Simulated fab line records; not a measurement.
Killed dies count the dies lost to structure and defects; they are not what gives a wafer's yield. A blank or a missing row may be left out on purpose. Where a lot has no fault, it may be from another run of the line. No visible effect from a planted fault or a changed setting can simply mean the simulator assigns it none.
Chamber matching :: flow n5 finfet :: rie diel-05 running N5_BEOL_M3_ETCH_69: 4 sister chambers
The step etches SiARC in CF4, target depth 15.6 nm, time 26 s. 8 wafers are shown with their chamber, then 12 later ones without.

== WAFERS PAIRED WITH THEIR CHAMBERS ==
wafer: L081.3
chamber: 3
throttle valve pct (%): 15.51
drypump motor current A (A): 5.63

wafer: L086.2
chamber: 3
throttle valve pct (%): 15.53
drypump motor current A (A): 5.62

wafer: L088.1
chamber: 1
throttle valve pct (%): 16.01
drypump motor current A (A): 5.93

wafer: L088.3
chamber: 2
throttle valve pct (%): 15.97
drypump motor current A (A): 6.05

wafer: L088.6
chamber: 0
throttle valve pct (%): 15.15
drypump motor current A (A): 5.63

wafer: L089.3
chamber: 1
throttle valve pct (%): 16.00
drypump motor current A (A): 5.92

wafer: L089.4
chamber: 0
throttle valve pct (%): 15.15
drypump motor current A (A): 5.65

wafer: L089.6
chamber: 2
throttle valve pct (%): 16.00
drypump motor current A (A): 6.05

== WAFERS WHOSE CHAMBER IS MISSING ==
wafer: L090.2
throttle valve pct (%): 16.00
drypump motor current A (A): 5.91

wafer: L090.4
throttle valve pct (%): 15.16
drypump motor current A (A): 5.63

wafer: L090.6
throttle valve pct (%): 16.02
drypump motor current A (A): 5.92

wafer: L097.2
throttle valve pct (%): 16.02
drypump motor current A (A): 6.03

wafer: L097.3
throttle valve pct (%): 15.19
drypump motor current A (A): 5.63

wafer: L097.5
throttle valve pct (%): 16.01
drypump motor current A (A): 6.04

wafer: L096.1
throttle valve pct (%): 15.54
drypump motor current A (A): 5.64

wafer: L096.2
throttle valve pct (%): 16.01
drypump motor current A (A): 5.91

wafer: L096.3
throttle valve pct (%): 16.00
drypump motor current A (A): 6.03

wafer: L096.4
throttle valve pct (%): 15.16
drypump motor current A (A): 5.64

wafer: L096.5
throttle valve pct (%): 15.55
drypump motor current A (A): 5.62

wafer: L096.6
throttle valve pct (%): 15.18
drypump motor current A (A): 5.62

== THE CHAMBER EACH PASSED THROUGH ==
wafer: L090.2
from the rows above: 1
in truth: 1

wafer: L090.4
from the rows above: 0
in truth: 0

wafer: L090.6
from the rows above: 1
in truth: 1

wafer: L097.2
from the rows above: 2
in truth: 2

wafer: L097.3
from the rows above: 0
in truth: 0

wafer: L097.5
from the rows above: 2
in truth: 2

wafer: L096.1
from the rows above: 3
in truth: 3

wafer: L096.2
from the rows above: 1
in truth: 1

wafer: L096.3
from the rows above: 2
in truth: 2

wafer: L096.4
from the rows above: 0
in truth: 0

wafer: L096.5
from the rows above: 3
in truth: 3

wafer: L096.6
from the rows above: 0
in truth: 0
Correctly placed: 12 of 12. Not placeable from these rows: 0. Wrongly placed: 0.
How it was worked out, from the rows above alone: a wafer's distance from a chamber is the root of the sum, over the readings, of the square of ((its reading less the chamber's mean) divided by the reading's scatter). The wafer belongs to the nearest chamber; if the next one is less than 2 further off, it can't be placed. Each chamber's mean is taken over the wafers shown for it. The scatter: take each reading less its chamber's mean, square it, sum over the shown wafers, divide by the number of wafers less the number of chambers, and take the root.
